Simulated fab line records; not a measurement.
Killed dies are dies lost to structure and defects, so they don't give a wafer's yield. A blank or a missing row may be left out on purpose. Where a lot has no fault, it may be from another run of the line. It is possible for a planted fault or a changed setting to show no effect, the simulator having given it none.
Matching of chambers / flow n5Finfet / 4 sister chambers for N5_MOL_CONTACT_COAG_ETCH_89 on rieDiel-05
The step etches underlayer in N2/H2, target depth 13 nm, time 10.4 s. 4 wafers are shown with their chamber, then 10 later ones without.

== WAFERS, EACH WITH ITS CHAMBER ==
wafer=L079.2; chamber=2; showerheadPlenumPTorr (Torr)=2.56
wafer=L082.6; chamber=1; showerheadPlenumPTorr (Torr)=2.61
wafer=L087.3; chamber=0; showerheadPlenumPTorr (Torr)=2.46
wafer=L087.4; chamber=3; showerheadPlenumPTorr (Torr)=2.66

== WAFERS MISSING THEIR CHAMBER ==
wafer=L087.6; showerheadPlenumPTorr (Torr)=2.55
wafer=L089.1; showerheadPlenumPTorr (Torr)=2.61
wafer=L089.2; showerheadPlenumPTorr (Torr)=2.54
wafer=L089.4; showerheadPlenumPTorr (Torr)=2.66
wafer=L094.1; showerheadPlenumPTorr (Torr)=2.65
wafer=L094.5; showerheadPlenumPTorr (Torr)=2.54
wafer=L094.6; showerheadPlenumPTorr (Torr)=2.60
wafer=L095.2; showerheadPlenumPTorr (Torr)=2.45
wafer=L095.4; showerheadPlenumPTorr (Torr)=2.54
wafer=L095.6; showerheadPlenumPTorr (Torr)=2.45

== CHAMBER TAKEN BY EACH ==
wafer=L087.6; from the rows above=2; in truth=2
wafer=L089.1; from the rows above=1; in truth=1
wafer=L089.2; from the rows above=2; in truth=2
wafer=L089.4; from the rows above=3; in truth=3
wafer=L094.1; from the rows above=3; in truth=3
wafer=L094.5; from the rows above=2; in truth=2
wafer=L094.6; from the rows above=1; in truth=1
wafer=L095.2; from the rows above=0; in truth=0
wafer=L095.4; from the rows above=2; in truth=2
wafer=L095.6; from the rows above=0; in truth=0
Placed correctly: 10 of 10. Left unplaced by these rows: 0. Placed wrongly: 0.
How it was worked out, from the rows above alone: a wafer's distance from a chamber is the root of the sum, over the readings, of the square of ((its reading less the chamber's mean) divided by the reading's scatter). If the next closest chamber is less than 2 further off than the closest, the wafer can't be placed; otherwise it belongs to the closest. A chamber's mean is the mean of its shown wafers. The scatter: with one shown wafer a chamber, the root of the mean of the squares of how far each hidden wafer lies from its nearest shown one.
